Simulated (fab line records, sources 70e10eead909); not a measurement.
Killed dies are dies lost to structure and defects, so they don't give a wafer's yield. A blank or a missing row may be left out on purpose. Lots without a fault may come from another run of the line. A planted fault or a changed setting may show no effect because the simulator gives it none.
fab line records | flow nand_harc
record lots=11 wafers=33 last_day=33
route steps=1302 shown A_CONTACT@1054 END@1302
lots that met no fault: from a run of the same line without faults
start_h: hours from the record's first day to the start of the lot's first wafer shown | wait_h: hours since the lot's step before | " the same as in the row above | L1.1+2: a row that stands for several wafers | - no value, or no start given | * or withheld: withheld | < > ~ a bound
route shown NAME@n: a module of which the file shows steps, and the number in the route of the first | usual: mean/standard deviation of fault-free wafers | same: alike in all rows | chamber/n: place in a boat | sites: the reading at each site | _std_site: their standard deviation | _edge_site: outer sites' mean less inner sites' | radius_mm: how far each site lies from the wafer's centre | mask NAME#n: copy n | behind: the tool/chamber that last shaped the wafer | hold: why the lot was held/for how many hours/how that ended | device: the transistor (n, p or np) that didn't switch | end of line: the same wafers' tests at the end of the route | a step without rows: its recipe alone | killed: dies lost to structure and defects at the first sort, not the wafer's yield | map: a wafer's dies, x killed, . not, _ none there
set.NAME: the setting as run; set.NAME@STEP: as run at that earlier step | model.NAME: the simulator's own value behind a step, which no gauge read
steps of the route over a sample of lots; a table a step, a row a wafer
services: from which hour (start_h, from the record's first day; less than 0 if before it) a tool's chamber was out of use, for how many hours, and why
## steps
# step NHARC_A_CONTACT_ETCH_131
# recipe source_w=withheld pressure_mtorr=20 bias_v=3000 time_s=197 target_depth_a=19180 ar_flow_sccm=withheld c4f8_flow_sccm=withheld o2_flow_sccm=withheld chemistry=C4F8/O2/Ar
# usual oes_air_line_au=0.999/0.019 run_length_s=197/0
# columns lot.wafer tool chamber start_h wait_h oes_air_line_au rf_hours_counter_h run_length_s
L213.2 har_cap_etch-03 1 510.13 0.1 1.008 46 197
L213.6 " 0 " " 0.980 - 197
L213.5 " 1 " " 1.006 - 197
L214.2 har_cap_etch-02 0 517.45 0.1 0.985 87 197
L214.1 " 1 " " 0.991 87 197
L214.5 " 0 " " 1.022 - 197
L215.2 har_cap_etch-01 1 520.25 0.1 0.993 1 197
L215.3 " 0 " " 1.004 - 197
L215.6 " 0 " " 0.999 - 197
L217.2 har_cap_etch-02 1 551.63 0.1 1.025 92 197
L217.6 " 1 " " 0.992 - 197
L217.5 " 0 " " 1.025 - 197
L222.2 har_cap_etch-01 1 623.62 0.1 0.990 16 197
L222.3 " 0 " " 0.984 - 197
L222.5 " 0 " " 0.967 - 197
L229.3 har_cap_etch-02 0 676.94 0.1 1.024 - 197
L229.4 " 1 " " 1.005 - 197
L229.6 " 0 " " 1.023 - 197
L231.2 har_cap_etch-01 1 691.42 0.1 0.960 30 197
L231.1 " 0 " " 0.994 30 197
L231.3 " 1 " " 1.009 - 197
L232.2 har_cap_etch-02 0 694.63 0.1 1.022 116 197
L232.1 " 1 " " 1.009 116 197
L232.4 " 0 " " 0.979 - 197
L233.2 har_cap_etch-02 0 706.77 0.2 0.978 119 197
L233.3 " 1 " " 0.999 - 197
L233.6 " 1 " " 0.992 - 197
L235.2 har_cap_etch-03 0 719.73 0.1 1.018 86 197
L235.3 " 0 " " 0.990 - 197
L235.6 " 1 " " 1.004 - 197
L234.1 har_cap_etch-01 0 720.09 0.1 0.980 37 197
L234.2 " 1 " " 0.967 37 197
L234.6 " 1 " " 0.967 - 197
# step NHARC_A_CONTACT_ETCH_97
# recipe target_depth_a=200 over_etch_frac=0.5 time_s=10 ion_energy_ev=250 c4f6_flow_sccm=25 o2_flow_sccm=20 ar_flow_sccm=500 rf_w=600 bias_w=500 chemistry=C4F6/O2
# usual drypump_motor_current_A=5.8/0.4 mfc_ar_sccm=499.9/1.5 oes_product_au=0.960/0.024 rf_fwd_power_W=586.4/2.3 rf_vpp_V=549/3.5 run_length_s=31.1/0.36 showerhead_plenum_p_Torr=4.02/0.17 throttle_valve_pct=26.904/0.01
# columns lot.wafer tool chamber start_h wait_h drypump_motor_current_A mfc_ar_sccm oes_product_au rf_fwd_power_W rf_hours_counter_h rf_vpp_V run_length_s showerhead_plenum_p_Torr throttle_valve_pct
L213.2 rie_diel-12 1 - - 5.8 500.6 0.943 585.8 20 549 31.6 4.03 26.892
L213.5 " 3 " " 5.8 501.2 0.977 588.3 - 553 31.0 4.21 26.903
L213.6 " 0 " " 5.9 501.4 0.954 586.3 - 552 31.2 4.18 26.903
L214.2 rie_diel-06 2 - - 5.0 498.0 0.942 585.1 10 552 30.8 4.15 26.916
L214.1 " 0 " " 5.6 501.0 0.969 584.8 9 542 31.0 3.76 26.910
L214.5 " 1 " " 5.7 499.8 0.925 586.8 - 547 31.5 3.90 26.912
L215.3 rie_diel-06 0 - - 5.6 499.1 0.940 585.3 10 544 30.7 3.76 26.903
L215.2 " 1 " " 5.7 498.8 0.939 586.5 10 547 31.2 3.90 26.906
L215.6 " 3 " " 5.9 500.3 0.994 588.8 - 543 30.5 3.78 26.885
L217.2 rie_diel-05 0 - - 5.5 498.8 0.967 584.8 21 552 31.0 4.14 26.895
L217.6 " 2 " " 5.7 500.8 0.969 586.9 - 552 30.8 4.21 26.901
L217.5 " 3 " " 5.8 497.7 0.961 586.7 - 548 31.6 3.98 26.904
L222.3 rie_diel-05 1 - - 6.6 500.4 0.961 585.6 4 550 31.2 4.11 26.901
L222.2 " 0 " " 5.5 498.4 0.959 584.0 4 551 31.3 4.14 26.914
L222.5 " 2 " " 5.7 500.9 0.981 589.5 - 552 30.8 4.21 26.909
L229.3 rie_diel-06 1 - - 5.7 502.6 1.018 585.3 2 546 31.8 3.87 26.883
L229.4 " 3 " " 5.9 498.9 0.998 587.3 2 544 30.7 3.76 26.909
L229.6 " 0 " " 5.6 499.8 1.011 583.7 - 542 30.8 3.73 26.890
L231.3 rie_diel-06 3 - - 5.9 499.2 0.968 587.6 5 544 31.1 3.76 26.908
L231.2 " 0 " " 5.6 495.0 0.975 582.0 6 544 30.6 3.73 26.907
L231.1 " 1 " " 5.7 501.5 0.969 586.4 6 545 31.1 3.86 26.894
L232.4 rie_diel-05 0 - - 5.5 497.1 0.949 582.3 18 551 31.1 4.13 26.903
L232.2 " 1 " " 6.6 500.5 0.960 583.9 20 550 31.3 4.11 26.886
L232.1 " 2 " " 5.7 498.0 0.953 586.9 21 553 31.8 4.20 26.913
L233.2 rie_diel-05 3 - - 5.9 499.5 0.932 587.6 23 549 31.4 3.96 26.908
L233.3 " 0 " " 5.4 497.0 0.942 586.5 22 552 31.2 4.12 26.913
L233.6 " 2 " " 5.8 502.2 0.941 590.0 - 551 30.9 4.19 26.907
L235.2 rie_diel-05 1 - - 6.6 501.6 0.940 587.0 25 550 31.2 4.10 26.909
L235.3 " 2 " " 5.8 498.3 0.943 587.5 28 552 31.1 4.19 26.908
L235.6 " 1 " " 6.6 499.9 0.940 587.8 - 551 31.7 4.10 26.898
L234.2 rie_diel-06 2 721.48 0.2 5.1 502.3 0.981 583.5 18 550 30.8 4.11 26.905
L234.1 " 3 " " 5.9 499.7 0.966 587.7 20 543 30.4 3.75 26.895
L234.6 " 3 " " 6.0 500.4 0.973 587.3 - 542 30.4 3.75 26.899
# step NHARC_A_CONTACT_CD_MEAS_80
# usual cd_nm=289.3/0.99
# columns lot.wafer tool chamber start_h wait_h cd_nm
L213.2 cd_sem-01 - 511.50 - 290.4
L213.5 " - " " 290.0
L213.6 " - " " 290.7
L214.1 cd_sem-02 - 518.79 - 290.4
L214.2 " - " " 290.3
L214.5 " - " " 289.7
L215.2 cd_sem-03 - 521.57 - 290.2
L215.3 " - " " 291.5
L215.6 " - " " 291.1
L217.2 cd_sem-01 - 553.00 - 289.9
L217.5 " - " " 289.8
L217.6 " - " " 290.1
L222.2 cd_sem-02 - 624.95 - 289.0
L222.3 " - " " 290.1
L222.5 " - " " 289.6
L229.3 cd_sem-01 - 678.25 - 288.6
L229.4 " - " " 288.4
L229.6 " - " " 288.5
L231.1 cd_sem-02 - 692.81 - 290.0
L231.2 " - " " 289.7
L231.3 " - " " 289.1
L232.1 cd_sem-01 - 696.00 - 289.0
L232.2 " - " " 288.7
L232.4 " - " " 289.3
L233.2 cd_sem-03 - 708.37 - 288.7
L233.3 " - " " 288.6
L233.6 " - " " 288.5
L235.2 cd_sem-01 - 721.10 - 290.1
L235.3 " - " " 289.1
L235.6 " - " " 290.3
L234.1 cd_sem-01 - 721.57 - 289.2
L234.2 " - " " 288.1
L234.6 " - " " 289.4
# step NHARC_A_CONTACT_ETCH_106
# recipe target_depth_a=900 overetch_a=90 time_s=49.5 ion_energy_ev=100 cf4_flow_sccm=80 o2_flow_sccm=20 ar_flow_sccm=0 rf_w=300 bias_w=100 chemistry=CF4/O2
# usual drypump_motor_current_A=5.8/0.38 mfc_ar_sccm=0.012/0.014 oes_product_au=1.000/0.01 rf_fwd_power_W=296.3/1.5 rf_vpp_V=198.4/1.6 run_length_s=70.9/0.39 showerhead_plenum_p_Torr=1.37/0.06 throttle_valve_pct=13.397/0.0095
# columns lot.wafer tool chamber start_h wait_h drypump_motor_current_A mfc_ar_sccm oes_product_au rf_fwd_power_W rf_hours_counter_h rf_vpp_V run_length_s showerhead_plenum_p_Torr throttle_valve_pct
L213.2 rie_diel-05 3 511.79 0.0 5.9 0.020 0.994 295.8 15 198.3 72.1 1.36 13.372
L213.6 " 3 " " 5.8 0.020 0.995 296.4 - 198.8 71.3 1.36 13.406
L213.5 " 0 " " 5.5 0.042 1.000 294.8 - 199.1 71.0 1.42 13.408
L214.2 rie_diel-06 0 519.08 0.1 5.6 0 1.001 296.5 9 196.8 70.5 1.28 13.392
L214.1 " 1 " " 5.7 0 0.982 296.4 10 198.6 71.2 1.33 13.396
L214.5 " 1 " " 5.7 0 0.987 296.6 - 198.3 71.2 1.33 13.398
L215.3 rie_diel-06 0 521.86 0.1 5.6 0 1.011 296.4 10 197.0 70.3 1.28 13.395
L215.2 " 2 " " 5.0 0 0.997 293.1 10 198.8 71.2 1.42 13.400
L215.6 " 0 " " 5.6 0 1.014 296.5 - 196.2 70.2 1.28 13.388
L217.2 rie_diel-05 0 553.30 0.1 5.5 0.042 1.000 294.0 21 199.0 71.0 1.41 13.408
L217.6 " 2 " " 5.7 0.019 0.999 297.4 - 200.4 70.8 1.44 13.380
L217.5 " 3 " " 5.8 0.020 1.001 295.1 - 198.8 71.6 1.36 13.399
L222.3 rie_diel-06 0 625.32 0.1 5.6 0 1.009 - 49 194.9 65.4 1.27 13.393
L222.2 " 1 " " 5.7 0 0.992 295.6 50 197.2 71.1 1.32 13.389
L222.5 " 0 " " 5.6 0 1.005 - - 194.1 66.1 1.27 13.386
L229.4 rie_diel-12 1 678.87 0.4 5.8 0.002 0.988 294.7 18 199.1 71.2 1.36 13.400
L229.3 " 2 " " 6.2 0 1.006 295.7 15 195.2 71.4 1.26 13.401
L229.6 " 1 " " 5.8 0.002 0.980 294.6 - 198.8 71.4 1.36 13.422
L231.3 rie_diel-12 1 693.10 0.1 5.8 0.002 0.986 296.5 20 199.2 71.6 1.36 13.392
L231.2 " 3 " " 5.8 0 1.008 296.7 18 200.0 70.5 1.43 13.392
L231.1 " 0 " " 5.9 0.006 0.979 297.6 20 199.5 70.9 1.41 13.383
L232.1 rie_diel-05 1 696.32 0.1 6.6 0.014 1.003 296.3 20 201.2 71.2 1.40 13.403
L232.4 " 2 " " 5.7 0.019 0.999 297.0 21 198.3 71.1 1.44 13.404
L232.2 " 3 " " 5.9 0.020 0.992 297.8 19 196.6 71.3 1.35 13.393
L233.3 rie_diel-05 0 708.72 0.1 5.5 0.042 1.001 293.3 22 200.6 70.8 1.41 13.393
L233.2 " 1 " " 6.5 0.014 1.011 296.2 23 200.3 70.8 1.40 13.403
L233.6 " 0 " " 5.4 0.042 0.997 293.5 - 199.6 70.7 1.41 13.396
L235.3 rie_diel-12 3 721.39 0.1 5.8 0 0.998 295.7 32 200.6 70.5 1.43 13.393
L235.2 " 2 " " 6.2 0 1.004 295.8 33 197.1 71.2 1.26 13.405
L235.6 " 0 " " 5.9 0.006 0.968 297.6 - 198.9 71.1 1.41 13.385
L234.2 rie_diel-05 3 721.87 0.1 5.8 0.020 1.008 297.5 25 198.4 71.7 1.35 13.410
L234.1 " 0 " " 5.5 0.042 1.008 292.7 23 200.3 71.1 1.41 13.390
L234.6 " 2 " " 5.7 0.019 1.004 296.9 - 200.2 70.9 1.43 13.396
# step NHARC_END_SORT_01
# recipe temp_c=25
# usual killed_at_array=55/20 killed_at_other=1.1/1.2 killed_at_periphery=3.8/2.8 killed_dies=60/19 killed_open=3.4/1.9 killed_short=2.2/1.5
# same gross_dies=677
# columns lot.wafer tool chamber start_h wait_h killed_at_array killed_at_other killed_at_periphery killed_dies killed_open killed_short
L222.2 prober-02 0 683.77 2.8 37 0 5 42 4 2
L222.3 prober-02 0 684.58 3.1 490 1 3 494 5 0
L222.5 prober-02 0 686.20 3.7 507 1 5 513 6 4
# killed by level:class
L222.2 A_CHANNEL_HOLE_D2:chamber_film_flake=13 A_CHANNEL_HOLE_D1:chamber_film_flake=6 A_STAIRCASE:chamber_film_flake=6 A_CONTACT:chamber_film_flake=4 P_GATE:chamber_film_flake=3 A_SLIT:chamber_film_flake=2 A_WL_FILL:chamber_film_flake=2 P_STI:geometric_particle:open=1
L222.3 A_CONTACT:area_etch=459 A_CHANNEL_HOLE_D2:chamber_film_flake=16 A_CONTACT:chamber_film_flake=4 P_GATE:chamber_film_flake=2 A_CHANNEL_HOLE_D1:chamber_film_flake=2 A_STAIRCASE:chamber_film_flake=2 A_WL_FILL:chamber_film_flake=2 P_M0:geometric_particle:open=1
L222.5 A_CONTACT:area_etch=458 A_CHANNEL_HOLE_D2:chamber_film_flake=14 A_BONDPAD:chamber_film_flake=7 A_CHANNEL_HOLE_D1:chamber_film_flake=5 A_SLIT:chamber_film_flake=5 A_ONON_D2:geometric_particle:open=3 P_GATE:chamber_film_flake=3 A_STAIRCASE:chamber_film_flake=3
## services
# columns tool chamber start_h hours kind
rie_diel-05 0 489.18 - clean
rie_diel-05 1 489.18 - clean
rie_diel-05 2 489.18 - clean
rie_diel-05 3 489.18 - clean
rie_diel-06 3 496.22 11.6 repair
har_cap_etch-01 - 499.04 17.0 pm
rie_diel-05 0 513.68 - clean
rie_diel-05 1 513.68 - clean
rie_diel-05 2 513.68 - clean
rie_diel-05 3 513.68 - clean
rie_diel-05 0 538.18 - clean
rie_diel-05 1 538.18 - clean
rie_diel-05 2 538.18 - clean
rie_diel-05 3 538.18 - clean
rie_diel-05 - 552.11 0.1 repair
rie_diel-06 3 554.15 5.6 repair
rie_diel-05 - 583.82 9.0 pm
har_cap_etch-03 - 596.57 0.5 repair
rie_diel-12 - 622.92 9.0 pm
har_cap_etch-02 - 623.39 1.3 repair
rie_diel-06 - 661.27 9.0 pm
rie_diel-05 1 666.27 8.2 repair
rie_diel-06 3 716.09 3.7 repair
rie_diel-06 0 719.90 6.0 repair
## key
first_sign step=NHARC_A_CONTACT_ETCH_106 reading=run_length_s direction=down sigmas=13 usual=* struck=*
effect step=NHARC_END_SORT_01 reading=killed_dies direction=up sigmas=23 usual=60 struck=504
more_kills_born_at NHARC_A_CONTACT_ETCH_106@rie_diel-06=917
met_at NHARC_A_CONTACT_ETCH_106
struck_lots L222
struck_wafers L222.3,L222.5
later_rows_left_out L222.3,L222.5
tester_left_out L222
not_acting_at NHARC_A_CONTACT_ETCH_131,NHARC_A_CONTACT_ETCH_97,NHARC_A_CONTACT_CD_MEAS_80
onset_between 521.86 625.32
fault kind=process_parameter_drift tool=rie_diel-06 chamber=0 onset_h=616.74 steps=NHARC_A_CONTACT_ETCH_106 channel=time_s offset=* shape=step end_h=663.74 acts_in=* stated=*
# tester_left_out: of these lots the tester's yield and bins aren't shown, on N5 and GAA mostly nor the transistor test; their killed dies are dies lost to structure and defects alone, not to doping, threshold or leakage, so they don't give the yield
# later_rows_left_out: the simulator's readings of these wafers behind a module that went badly wrong aren't trusted and aren't shown, but for the sort
